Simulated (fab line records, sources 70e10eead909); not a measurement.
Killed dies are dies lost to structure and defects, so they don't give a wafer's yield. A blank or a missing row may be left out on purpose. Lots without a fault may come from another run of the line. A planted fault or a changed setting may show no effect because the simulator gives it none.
fab line records | flow nand_harc
record lots=7 wafers=19 last_day=24
route steps=1159 shown A_SGD_CUT@773 A_SLIT@779
lots that met no fault: from a run of the same line without faults
start_h: hours from the record's first day to the start of the lot's first wafer shown | wait_h: hours since the lot's step before | " the same as in the row above | L1.1+2: a row that stands for several wafers | - no value, or no start given | * or withheld: withheld | < > ~ a bound
route shown NAME@n: a module of which the file shows steps, and the number in the route of the first | usual: mean/standard deviation of fault-free wafers | same: alike in all rows | chamber/n: place in a boat | sites: the reading at each site | _std_site: their standard deviation | _edge_site: outer sites' mean less inner sites' | radius_mm: how far each site lies from the wafer's centre | mask NAME#n: copy n | behind: the tool/chamber that last shaped the wafer | hold: why the lot was held/for how many hours/how that ended | device: the transistor (n, p or np) that didn't switch | end of line: the same wafers' tests at the end of the route | a step without rows: its recipe alone | killed: dies lost to structure and defects at the first sort, not the wafer's yield | map: a wafer's dies, x killed, . not, _ none there
set.NAME: the setting as run; set.NAME@STEP: as run at that earlier step | model.NAME: the simulator's own value behind a step, which no gauge read
lots at some steps of the route; a table a step, a row a wafer
services: from which hour (start_h, from the record's first day; less than 0 if before it) a tool's chamber was out of use, for how many hours, and why
## steps
# step NHARC_A_SGD_CUT_THK_MEAS_22
# recipe thk_meas_gauge=ellipsometry
# usual thk_nm=148.4/1.4
# columns lot.wafer tool chamber start_h wait_h thk_nm
L543.1 film_metro-02 - 316.03 0.2 150.4
L543.3 " - " " 149.3
L543.5 " - " " 150.0
L547.1 film_metro-02 - 334.91 0.2 149.9
L547.2 " - " " 149.3
L547.4 " - " " 149.7
L553.5 film_metro-01 - 402.35 0.1 148.4
L553.6 " - " " 149.2
L559.4 film_metro-02 - 411.08 0.2 148.8
L559.5 " - " " 150.0
L559.6 " - " " 149.9
L563.4 film_metro-02 - 426.06 0.2 147.5
L563.6 " - " " 151.4
L562.1 film_metro-01 - 426.21 0.2 149.4
L562.4 " - " " 149.7
L562.5 " - " " 149.0
L564.1 film_metro-02 - 455.00 0.2 148.3
L564.5 " - " " 150.1
L564.6 " - " " 148.5
# step NHARC_A_SGD_CUT_SRD_23
# step NHARC_A_SGD_CUT_ETCH_26
# recipe target_depth_a=458 chemistry=dHF material=SiO2
# step NHARC_A_SGD_CUT_ETCHBACK_24
# recipe target_depth_a=500 over_etch_frac=0.3 time_s=92.857 ion_energy_ev=120 ch3f_flow_sccm=50 o2_flow_sccm=30 ar_flow_sccm=200 rf_w=500 bias_w=100 chemistry=CH3F/O2
# usual drypump_motor_current_A=5.9/0.37 oes_product_au=0.98/0.031 rf_vpp_V=244.0/1.8 showerhead_plenum_p_Torr=2.44/0.11 throttle_valve_pct=20.664/0.0088
# same time_s=92.857
# columns lot.wafer tool chamber start_h wait_h drypump_motor_current_A oes_product_au rf_hours_counter_h rf_vpp_V showerhead_plenum_p_Torr throttle_valve_pct
L543.3 rie_diel-08 3 316.29 0.2 5.4 1.00 0 243.3 2.35 20.660
L543.1 " 0 " " 6.3 1.00 0 242.3 2.40 20.670
L543.5 " 1 " " 5.6 1.01 - 246.3 2.61 20.670
L547.2 rie_diel-05 3 335.14 0.1 6.4 1.00 14 245.2 2.54 20.671
L547.1 " 0 " " 5.8 1.00 16 242.9 2.41 20.673
L547.4 " 1 " " 5.9 0.99 15 241.6 2.29 20.649
L553.6 rie_diel-05 2 402.63 0.2 6.2 1.01 - 243.5 2.48 20.670
L553.5 " 3 " " 6.4 1.00 - 245.3 2.54 20.664
L559.4 rie_diel-05 0 411.30 0.1 5.8 0.94 6 241.0 2.41 20.663
L559.5 " 0 " " 5.8 0.95 - 245.0 2.41 20.664
L559.6 " 1 " " 5.9 0.94 - 241.5 2.29 20.650
L563.4 rie_diel-05 1 426.31 0.2 5.9 0.94 7 240.9 2.29 20.672
L563.6 " 0 " " 5.8 0.92 - 243.6 2.41 20.672
L562.4 rie_diel-08 2 426.45 0.1 5.9 0.93 9 242.5 2.33 20.667
L562.1 " 3 " " 5.4 0.93 9 243.3 2.35 20.664
L562.5 " 2 " " 5.9 0.93 - 241.5 2.33 20.659
L564.1 rie_diel-08 0 455.23 0.2 6.3 1.01 10 243.2 2.40 20.675
L564.5 " 0 " " 6.3 1.02 - 243.2 2.40 20.665
L564.6 " 1 " " 5.6 1.01 - 246.5 2.61 20.655
# step NHARC_A_SGD_CUT_STRIP_28
# recipe time_s=20 o2_flow_sccm=500 ar_flow_sccm=0 bias_w=0 chemistry=O2
# usual drypump_motor_current_A=5.9/0.37 oes_product_au=1.004/0.0077 rf_vpp_V=57.7/0.93 showerhead_plenum_p_Torr=3.49/0.15 throttle_valve_pct=17.036/0.0092
# same time_s=20
# columns lot.wafer tool chamber start_h wait_h drypump_motor_current_A oes_product_au rf_hours_counter_h rf_vpp_V showerhead_plenum_p_Torr throttle_valve_pct
L543.1 rie_diel-08 0 - - 6.3 1.015 0 56.7 3.45 17.033
L543.3 " 3 " " 5.4 1.016 0 57.5 3.38 17.056
L543.5 " 1 " " 5.6 1.009 - 59.7 3.74 17.027
L547.4 rie_diel-05 2 - - 6.2 0.999 15 58.4 3.56 17.044
L547.1 " 3 " " 6.4 1.000 14 58.8 3.64 17.024
L547.2 " 0 " " 5.8 0.992 16 56.7 3.46 17.045
L553.6 rie_diel-05 0 - - 5.8 1.007 - 57.3 3.46 17.040
L553.5 " 1 " " 6.0 1.014 - 56.6 3.29 17.046
L559.4 rie_diel-05 2 - - 6.2 1.008 5 58.9 3.56 17.031
L559.5 " 2 " " 6.2 1.017 - 59.1 3.56 17.044
L559.6 " 3 " " 6.4 1.008 - 59.4 3.64 17.038
L563.4 rie_diel-05 0 - - 5.8 1.008 8 57.3 3.46 17.034
L563.6 " 2 " " 6.2 1.019 - 57.9 3.56 17.029
L562.4 rie_diel-08 2 - - 5.9 0.992 9 57.6 3.35 17.040
L562.1 " 1 " " 5.6 1.000 9 58.2 3.74 17.032
L562.5 " 2 " " 5.9 0.994 - 57.9 3.35 17.025
L564.1 rie_diel-08 2 - - 5.9 0.999 10 57.6 3.35 17.046
L564.5 " 1 " " 5.6 0.998 - 58.3 3.74 17.026
L564.6 " 2 " " 5.9 0.993 - 58.0 3.35 17.034
# step NHARC_A_SGD_CUT_INSPECT_25
# usual raw_defect_count=328/91
# columns lot.wafer tool chamber start_h wait_h raw_defect_count
L543.1 defect_inspect-02 - 316.50 - 237
L543.3 " - " " 224
L543.5 " - " " 203
L547.1 defect_inspect-01 - 335.38 - 262
L547.2 " - " " 421
L547.4 " - " " 293
L553.5 defect_inspect-01 - 402.82 - 216
L553.6 " - " " 253
L559.4 defect_inspect-02 - 411.54 - 354
L559.5 " - " " 408
L559.6 " - " " 234
L563.4 defect_inspect-02 - 426.53 - 324
L563.6 " - " " 338
L562.1 defect_inspect-01 - 426.68 - 233
L562.4 " - " " 233
L562.5 " - " " 243
L564.1 defect_inspect-02 - 455.47 - 162
L564.5 " - " " 203
L564.6 " - " " 170
# step NHARC_A_SLIT_DEP_25
# recipe target_thk_a=2000 temp_c=400 pressure_torr=6.5 rf_w=900 teos_flow_sccm=161.4 flow_sccm=2650 target_thk_nm=200 gas=O2 material=SiO2
# usual heater_power_w=584/95 throttle_valve_pct=16.2/0.44
# columns lot.wafer tool chamber start_h wait_h heater_power_w throttle_valve_pct
L543.1 pecvd-02 1 316.57 0.1 528 16.9
L543.3 " 2 " " 659 16.6
L543.5 " 2 " " 677 16.5
L547.1 pecvd-01 2 335.78 0.4 706 15.6
L547.2 " 1 " " 539 15.8
L547.4 " 0 " " 529 16.9
L553.5 pecvd-01 0 403.00 0.2 418 16.8
L553.6 " 2 " " 683 15.5
L559.5 pecvd-01 0 411.77 0.2 530 16.8
L559.4 " 1 " " 623 16.4
L559.6 " 2 " " 709 15.8
L563.6 pecvd-03 1 426.79 0.3 607 16.3
L563.4 " 0 " " 409 16.1
L562.1 pecvd-03 2 426.94 0.3 715 16.3
L562.5 " 1 " " 589 16.4
L562.4 " 0 " " 420 16.0
L564.1 pecvd-01 2 455.59 0.1 485 15.5
L564.6 " 2 " " 506 15.6
L564.5 " 1 " " 531 15.4
# step NHARC_A_SLIT_DEP_00
# recipe target_thk_a=32000 temp_c=400 material=aC
# usual throttle_valve_pct=34.998/0.0095
# columns lot.wafer tool chamber start_h wait_h throttle_valve_pct
L543.1 acl_dep-01 0 316.91 - 34.995
L543.3 " 0 " " 35.026
L543.5 " 0 " " 34.991
L547.1 acl_dep-01 0 336.20 - 35.007
L547.2 " 0 " " 35.015
L547.4 " 0 " " 34.988
L553.5 acl_dep-03 0 404.54 - 34.997
L553.6 " 0 " " 34.985
L559.4 acl_dep-01 0 414.20 - 34.980
L559.5 " 0 " " 35.003
L559.6 " 0 " " 35.003
L563.4 acl_dep-03 0 427.98 - 34.985
L563.6 " 0 " " 35.008
L562.1 acl_dep-02 0 428.72 - 34.993
L562.4 " 0 " " 34.982
L562.5 " 0 " " 35.000
L564.1 acl_dep-01 0 455.93 - 34.996
L564.5 " 0 457.26 - 35.004
L564.6 " 0 " " 35.004
# step NHARC_A_SLIT_DEP_23
# recipe target_thk_a=1000 target_thk_nm=100 temp_c=400 pressure_torr=3.5 flow_sccm=200 rf_w=350 material=SiON
# usual heater_power_w=776/92
# columns lot.wafer tool chamber start_h wait_h heater_power_w
L543.1 pecvd-03 1 318.86 1.6 867
L543.3 " 2 " " 898
L543.5 " 1 " " 717
L547.1 pecvd-01 1 338.38 1.9 744
L547.2 " 2 " " 854
L547.4 " 0 " " 592
L553.6 pecvd-03 0 405.33 0.1 559
L553.5 " 1 " " 851
L559.5 pecvd-02 0 415.30 0.4 771
L559.4 " 1 " " 705
L559.6 " 2 " " 724
L563.6 pecvd-02 2 429.17 0.2 769
L563.4 " 1 " " 702
L562.1 pecvd-03 1 430.72 1.7 817
L562.5 " 1 " " 808
L562.4 " 0 " " 624
L564.1 pecvd-02 0 457.97 1.7 881
L564.5 " 2 " " 711
L564.6 " 0 " " 887
# step NHARC_A_SLIT_DEHYDRATE_01
# recipe temp_c=150 time_s=120
# step NHARC_A_SLIT_HMDS_02
# recipe time_s=30
# step NHARC_A_SLIT_COAT_03
# recipe spin_rpm=1500 resist_thk_nm=90
# step NHARC_A_SLIT_SOFTBAKE_04
# recipe temp_c=105 time_s=55
# usual heater_power_total_W=188.47/0.16
# columns lot.wafer tool chamber start_h wait_h heater_power_total_W
L543.1 litho_track-06 0 319 - 188.69
L543.3 " 0 " " 188.65
L543.5 " 0 " " 188.34
L547.1 litho_track-01 0 338 - 188.38
L547.2 " 0 " " 188.29
L547.4 " 0 " " 188.46
L553.5 litho_track-01 0 405 - 193.05
L553.6 " 0 " " 193.10
L559.4 litho_track-04 0 415 - 188.42
L559.5 " 0 " " 188.36
L559.6 " 0 " " 188.67
L563.4 litho_track-01 0 429 - 188.33
L563.6 " 0 " " 193.22
L562.1 litho_track-01 0 430 - 188.44
L562.4 " 0 " " 188.40
L562.5 " 0 " " 193.04
L564.1 litho_track-06 0 458 - 188.33
L564.5 " 0 " " 188.31
L564.6 " 0 " " 188.30
# step NHARC_A_SLIT_EBR_05
## services
# columns tool chamber start_h hours kind
pecvd-03 - 292.36 13.0 pm
acl_dep-01 - 293.00 13.0 pm
rie_diel-05 0 295.10 - clean
rie_diel-05 1 295.10 - clean
rie_diel-05 2 295.10 - clean
rie_diel-05 3 295.10 - clean
rie_diel-08 - 302.00 9.0 pm
litho_track-04 - 316.00 7.0 pm
rie_diel-05 0 319.60 - clean
pecvd-03 - 323.59 2.8 repair
pecvd-02 - 334.32 13.0 pm
rie_diel-05 - 340.60 9.0 pm
acl_dep-02 - 350.65 13.0 pm
rie_diel-05 1 355.57 6.6 repair
rie_diel-05 3 364.36 1.8 repair
rie_diel-08 - 369.52 0.6 repair
rie_diel-05 2 373.51 1.6 repair
rie_diel-05 3 383.23 4.3 repair
rie_diel-08 0 388.73 6.3 repair
acl_dep-03 - 405.20 13.0 pm
pecvd-03 - 406.40 0.5 repair
rie_diel-05 - 406.41 1.4 repair
pecvd-01 - 418.26 13.0 pm
litho_track-01 - 443.00 7.0 pm
## key
first_sign step=NHARC_A_SLIT_SOFTBAKE_04 reading=heater_power_total_W direction=up sigmas=30 usual=* struck=*
effect none on later readings
met_at NHARC_A_SLIT_SOFTBAKE_04
struck_wafers L553.5,L553.6,L562.5,L563.6
tester_left_out L553,L562,L563
onset_between 338 405
fault kind=process_parameter_drift tool=litho_track-01 chamber=- onset_h=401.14 steps=NHARC_A_SLIT_SOFTBAKE_04 channel=time_s offset=* shape=step end_h=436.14 scope=struck_wafers_only acts_in=* stated=*
# tester_left_out: of these lots the tester's yield and bins aren't shown, on N5 and GAA mostly nor the transistor test; their killed dies are dies lost to structure and defects alone, not to doping, threshold or leakage, so they don't give the yield
